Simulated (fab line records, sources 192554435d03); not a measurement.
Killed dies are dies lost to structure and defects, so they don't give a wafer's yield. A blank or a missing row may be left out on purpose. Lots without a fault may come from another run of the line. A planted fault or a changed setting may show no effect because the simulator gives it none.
Chamber matching | flow n5_finfet | N5_BEOL_M5_ALD_86 on ald_metal-03: 3 sister chambers
The step deposits TaN, pulse time 2 s, purge time 3 s, co reactant purge time 2 s. 18 wafers are shown with their chamber, then 9 later ones without.

WAFERS WITH THEIR CHAMBER
wafer  | chamber | heater_power_w (W)
L075.1 | 0       | 390
L075.2 | 2       | 424
L075.3 | 1       | 425
L076.1 | 0       | 406
L076.2 | 1       | 421
L076.4 | 2       | 408
L079.1 | 2       | 425
L079.4 | 2       | 412
L079.6 | 0       | 394
L080.4 | 0       | 399
L080.5 | 2       | 420
L080.6 | 0       | 386
L083.2 | 1       | 415
L083.4 | 0       | 400
L083.6 | 1       | 435
L085.1 | 2       | 417
L085.5 | 1       | 419
L085.6 | 2       | 411

SIGNATURES (means of the wafers above)
reading        | chamber 0 | chamber 1 | chamber 2 | scatter within a chamber
heater_power_w | 395.83    | 423.00    | 416.71    | 7.12
Rule: a wafer's distance from a chamber is the root of the sum, over the readings, of the square of ((its reading less the chamber's mean) divided by the reading's scatter). The wafer belongs to the nearest chamber; if the next one is less than 2 further off, it can't be placed. The scatter: the root of (the sum of the squares of (reading less its chamber's mean) over the shown wafers, divided by (wafers less chambers)).

WAFERS WITHOUT THEIR CHAMBER
wafer  | heater_power_w (W)
L086.1 | 392
L086.2 | 422
L086.4 | 401
L093.1 | 397
L093.4 | 419
L093.6 | 391
L097.1 | 404
L097.2 | 428
L097.3 | 427

WHICH CHAMBER EACH WENT THROUGH
wafer  | from the rows above          | in truth
L086.1 | 0                            | 0
L086.2 | can't be placed: 1 or 2      | 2
L086.4 | can't be placed: 0 or 2      | 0
L093.1 | 0                            | 0
L093.4 | can't be placed: 2 or 1      | 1
L093.6 | 0                            | 0
L097.1 | can't be placed: 0 or 2 or 1 | 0
L097.2 | can't be placed: 1 or 2      | 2
L097.3 | can't be placed: 1 or 2      | 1
Placed correctly: 3 of 9. Can't be placed from these rows: 6 (the true chamber is among the candidates in 6). Placed wrongly: 0.
